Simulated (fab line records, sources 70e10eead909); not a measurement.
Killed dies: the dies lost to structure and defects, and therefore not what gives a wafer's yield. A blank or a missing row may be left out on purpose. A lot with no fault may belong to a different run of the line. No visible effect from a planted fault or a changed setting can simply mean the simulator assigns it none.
Chamber matching :: flow nandHarc :: NHARC_A_CHANNEL_FILL_D1_ALD_25 on aldHk-02: 4 sister chambers
The step deposits SiOx, target thk 60 nm, pulse time 10 s, ald cycles 600. 8 wafers are shown with their chamber, then 8 later ones without.

## WAFERS WITH THEIR CHAMBER
wafer: L102.1
chamber: 1
heaterPowerW (W): 461
precursorPulseHeightRel: 0.978

wafer: L106.1
chamber: 1
heaterPowerW (W): 459
precursorPulseHeightRel: 1.024

wafer: L106.2
chamber: 0
heaterPowerW (W): 391
precursorPulseHeightRel: 0.997

wafer: L107.5
chamber: 2
heaterPowerW (W): 481
precursorPulseHeightRel: 0.942

wafer: L112.2
chamber: 3
heaterPowerW (W): 395
precursorPulseHeightRel: 1.013

wafer: L112.5
chamber: 3
heaterPowerW (W): 398
precursorPulseHeightRel: 0.994

wafer: L112.6
chamber: 0
heaterPowerW (W): 403
precursorPulseHeightRel: 0.993

wafer: L114.3
chamber: 2
heaterPowerW (W): 473
precursorPulseHeightRel: 1.007

## WAFERS WITHOUT THEIR CHAMBER
wafer: L114.4
heaterPowerW (W): 382
precursorPulseHeightRel: 0.987

wafer: L114.5
heaterPowerW (W): 474
precursorPulseHeightRel: 0.965

wafer: L115.3
heaterPowerW (W): 391
precursorPulseHeightRel: 1.018

wafer: L115.5
heaterPowerW (W): 397
precursorPulseHeightRel: 0.984

wafer: L115.6
heaterPowerW (W): 397
precursorPulseHeightRel: 1.017

wafer: L116.2
heaterPowerW (W): 476
precursorPulseHeightRel: 0.996

wafer: L116.1
heaterPowerW (W): 391
precursorPulseHeightRel: 0.978

wafer: L116.6
heaterPowerW (W): 468
precursorPulseHeightRel: 0.997

## WHICH CHAMBER EACH ONE RAN IN
wafer: L114.4
from the rows above: can't be placed: 3 or 0
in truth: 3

wafer: L114.5
from the rows above: 2
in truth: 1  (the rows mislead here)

wafer: L115.3
from the rows above: can't be placed: 3 or 0
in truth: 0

wafer: L115.5
from the rows above: can't be placed: 0 or 3
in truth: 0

wafer: L115.6
from the rows above: can't be placed: 3 or 0
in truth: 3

wafer: L116.2
from the rows above: 2
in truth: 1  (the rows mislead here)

wafer: L116.1
from the rows above: can't be placed: 0 or 3
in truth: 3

wafer: L116.6
from the rows above: can't be placed: 1 or 2
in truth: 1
Correctly placed: 0 of 8. These rows do not allow placing 6 (true chamber among the candidates in 6). Number placed wrongly: 2.
How it was worked out, from the rows above alone: a wafer's distance from a chamber is the root of the sum, over the readings, of the square of ((its reading less the chamber's mean) divided by the reading's scatter). The wafer belongs to the nearest chamber; if the next one is less than 2 further off, it can't be placed. For every chamber, the mean is computed from those of its wafers that are shown. How the scatter is found: for the shown wafers, subtract from each reading the mean of its chamber, square and add these, divide the total by (wafers less chambers), then take the root.
